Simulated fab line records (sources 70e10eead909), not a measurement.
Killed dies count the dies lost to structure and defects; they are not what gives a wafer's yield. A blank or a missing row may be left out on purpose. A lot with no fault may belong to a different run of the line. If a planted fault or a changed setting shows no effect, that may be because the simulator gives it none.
Matching of chambers -- flow nand harc -- 4 sister chambers for NHARC_A_CONTACT_ETCH_102 on rie diel-07
The step etches the open film in CF4/O2, target depth 100 nm, overetch 10 nm, time 55 s. 22 wafers are shown with their chamber, then 11 later ones without.

## WAFERS PAIRED WITH THEIR CHAMBERS
wafer,chamber,showerhead plenum p Torr (Torr),drypump motor current A (A),rf vpp V (V)
L075.1,3,1.25,5.5,196.2
L075.2,2,1.31,6.0,197.6
L075.3,0,1.45,5.9,200.6
L077.3,3,1.25,5.6,195.7
L077.5,3,1.25,5.6,194.7
L077.6,2,1.31,6.0,196.9
L078.1,2,1.31,6.0,197.4
L078.2,3,1.24,5.6,194.9
L078.5,3,1.24,5.6,194.4
L082.2,0,1.44,5.9,200.4
L082.3,1,1.33,5.9,198.2
L082.4,2,1.31,6.0,196.3
L084.1,0,1.44,5.9,199.7
L084.2,1,1.33,5.9,197.3
L084.4,3,1.24,5.6,196.1
L085.2,3,1.24,5.5,195.0
L085.4,2,1.31,6.0,196.9
L085.6,1,1.33,5.9,198.9
L088.3,3,1.24,5.5,197.0
L088.4,0,1.44,5.9,199.6
L088.5,2,1.31,6.0,197.5
L089.1,0,1.44,5.9,198.7

SIGNATURES (means of the wafers above)
reading,chamber 0,chamber 1,chamber 2,chamber 3,scatter within a chamber
showerhead plenum p Torr,1.4420,1.3300,1.3100,1.2437,0.00386
drypump motor current A,5.900,5.900,6.000,5.562,0.0323
rf vpp V,199.800,198.133,197.100,195.500,0.759
Rule: distance of a wafer from a chamber = root of the sum over the readings of ((wafer's reading minus chamber's mean) / reading's scatter) squared. The wafer belongs to the nearest chamber; if the next one is less than 2 further off, it can't be placed. The scatter: the root of (the sum of the squares of (reading less its chamber's mean) over the shown wafers, divided by (wafers less chambers)).

## WAFERS WITH NO CHAMBER GIVEN
wafer,showerhead plenum p Torr (Torr),drypump motor current A (A),rf vpp V (V)
L089.4,1.24,5.6,195.5
L089.5,1.24,5.5,194.7
L092.1,1.30,6.0,197.1
L092.2,1.33,5.8,199.1
L092.5,1.44,5.9,200.2
L095.2,1.33,5.9,197.6
L095.3,1.24,5.6,196.7
L095.6,1.30,6.0,196.8
L094.1,1.30,6.0,197.5
L094.2,1.33,5.9,196.4
L094.6,1.33,5.9,197.3

## EACH ONE'S CHAMBER
wafer,from the rows above,in truth
L089.4,3,3
L089.5,3,3
L092.1,2,2
L092.2,1,1
L092.5,0,0
L095.2,1,1
L095.3,3,3
L095.6,2,2
L094.1,2,2
L094.2,1,1
L094.6,1,1
Correct placement for 11 of the 11. From these rows, 0 cannot be placed. Placed wrongly: 0.
